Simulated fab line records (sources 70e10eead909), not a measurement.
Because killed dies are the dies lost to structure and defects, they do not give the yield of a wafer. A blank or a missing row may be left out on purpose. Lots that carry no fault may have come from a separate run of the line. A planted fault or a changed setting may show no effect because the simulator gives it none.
Chamber matching	flow nandHarc	4 sister chambers for NHARC_A_STAIRCASE_DESCUM_291 on rieDiel-01
The step chemistry O2, time 3 s. 20 wafers are shown with their chamber, then 10 later ones without.

== WAFERS PAIRED WITH THEIR CHAMBERS ==
wafer	chamber	drypumpMotorCurrentA (A)	showerheadPlenumPTorr (Torr)	oesProductAu (a.u.)
L077.2	1	5.7	1.97	1.007
L077.5	2	6.5	1.87	0.999
L077.6	1	5.7	1.97	0.991
L080.1	3	5.4	1.94	1.017
L080.4	1	5.7	1.96	0.994
L080.6	2	6.5	1.87	1.005
L081.1	1	5.7	1.96	1.000
L081.2	0	5.1	2.03	1.017
L081.5	2	6.5	1.87	0.987
L083.3	2	6.5	1.87	1.005
L083.4	1	5.7	1.96	0.993
L083.5	2	6.6	1.87	1.004
L085.1	1	5.7	1.96	0.997
L085.2	0	5.1	2.03	1.011
L085.6	1	5.7	1.96	0.989
L088.1	2	6.5	1.86	0.986
L088.2	1	5.7	1.95	1.008
L088.3	3	5.3	1.93	1.014
L087.3	3	5.3	1.93	1.006
L087.5	3	5.3	1.93	1.000

SIGNATURES (means of the wafers above)
reading	chamber 0	chamber 1	chamber 2	chamber 3	scatter within a chamber
drypumpMotorCurrentA	5.100	5.700	6.517	5.325	0.0315
showerheadPlenumPTorr	2.0300	1.9612	1.8683	1.9325	0.00528
oesProductAu	1.01400	0.99738	0.99767	1.00925	0.00771
Rule: for a wafer and a chamber, the distance is found by dividing, reading by reading, the gap between the wafer's reading and the chamber's mean by the reading's scatter, squaring, summing and taking the root. If the next closest chamber is less than 2 further off than the closest, the wafer can't be placed; otherwise it belongs to the closest. The scatter is the square root of a quotient: the sum, over the shown wafers, of each reading's squared deviation from its chamber's mean, divided by wafers minus chambers.

== WAFERS WHOSE CHAMBER IS MISSING ==
wafer	drypumpMotorCurrentA (A)	showerheadPlenumPTorr (Torr)	oesProductAu (a.u.)
L087.6	6.5	1.86	0.995
L089.1	5.1	2.02	1.009
L089.4	5.7	1.95	0.989
L089.6	6.6	1.86	1.002
L093.3	6.5	1.86	1.016
L093.4	5.1	2.02	0.998
L093.5	6.6	1.86	1.013
L096.3	6.5	1.85	1.010
L096.4	5.3	1.92	0.998
L096.6	5.4	1.92	1.010

== CHAMBER TAKEN BY EACH ==
wafer	from the rows above	in truth
L087.6	2	2
L089.1	0	0
L089.4	1	1
L089.6	2	2
L093.3	2	2
L093.4	0	0
L093.5	2	2
L096.3	2	2
L096.4	3	3
L096.6	3	3
Correct placement for 10 of the 10. Not placeable from these rows: 0. 0 placed wrongly.
